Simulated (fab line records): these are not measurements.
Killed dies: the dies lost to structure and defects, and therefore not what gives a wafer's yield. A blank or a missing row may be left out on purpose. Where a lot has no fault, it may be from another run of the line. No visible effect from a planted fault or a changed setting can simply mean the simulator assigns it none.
What tool caused it? | flow nand_harc | at 1 step of a route of 1302, 15 lots with 45 wafers sampled

## WHAT THE GAUGES SHOWED, per wafer
NHARC_A_CONTACT_CD_MEAS_69: target cd 300 nm. Usual: cd_nm reads 300.0 nm (standard deviation 0.47).
lot  | measured     | on        | cd_nm (nm)        | flag
L811 | day 22 01:53 | cd_sem-01 | 298.9 299.9 299.3 |
L813 | day 22 20:06 | cd_sem-01 | 300.1 299.8 300.4 |
L815 | day 23 10:28 | cd_sem-01 | 300.1 300.4 300.1 |
L821 | day 25 18:56 | cd_sem-02 | 300.4 300.6 300.4 |
L822 | day 26 02:00 | cd_sem-01 | 301.1 300.3 299.9 |
L819 | day 26 06:59 | cd_sem-02 | 300.0 300.6 300.1 |
L825 | day 27 07:28 | cd_sem-02 | 299.7 299.7 299.4 |
L826 | day 27 21:43 | cd_sem-02 | 300.3 301.3 299.9 |
L827 | day 28 04:01 | cd_sem-03 | 300.4 300.4 300.2 |
L830 | day 29 04:47 | cd_sem-01 | 299.7 299.4 300.1 |
L829 | day 29 07:48 | cd_sem-02 | 299.7 300.0 300.0 |
L831 | day 29 20:19 | cd_sem-02 | 300.3 300.4 300.0 |
L832 | day 30 21:19 | cd_sem-02 | 299.7 299.9 300.3 |
L833 | day 31 00:18 | cd_sem-02 | 300.5 300.2 299.8 |
L834 | day 31 15:15 | cd_sem-02 | 299.9 300.1 299.7 |

## WHICH TOOL RAN EACH LOT (tool, then ch and the chambers of the sampled wafers, then the start)
The record shows no process step preceding these readings.

## WHAT THE TOOLS THEMSELVES READ (means of the sampled wafers that have a number; where no wafer has one, the mark that the record gives instead)
The record holds no such reading with a usual standard deviation.

## THE ANSWER, worked out from the rows above alone
Rule: lot off if the mean of its wafers having a number is beyond 3 standard deviations from the usual mean. A lot without any number at a reading at which 4 lots or more have one is off too. Where the step has rows for the other lots, those lots are counted as sound. First the gauges in route order, then the tools' own readings, where a lot's mean is used as printed above. At the first step where some lot is off, the reading lying furthest off is the one used; lots without a number count as furthest.
No lot is off at any reading shown: from this, nothing can be told.

## WHAT WAS PUT IN BY THE SIMULATOR
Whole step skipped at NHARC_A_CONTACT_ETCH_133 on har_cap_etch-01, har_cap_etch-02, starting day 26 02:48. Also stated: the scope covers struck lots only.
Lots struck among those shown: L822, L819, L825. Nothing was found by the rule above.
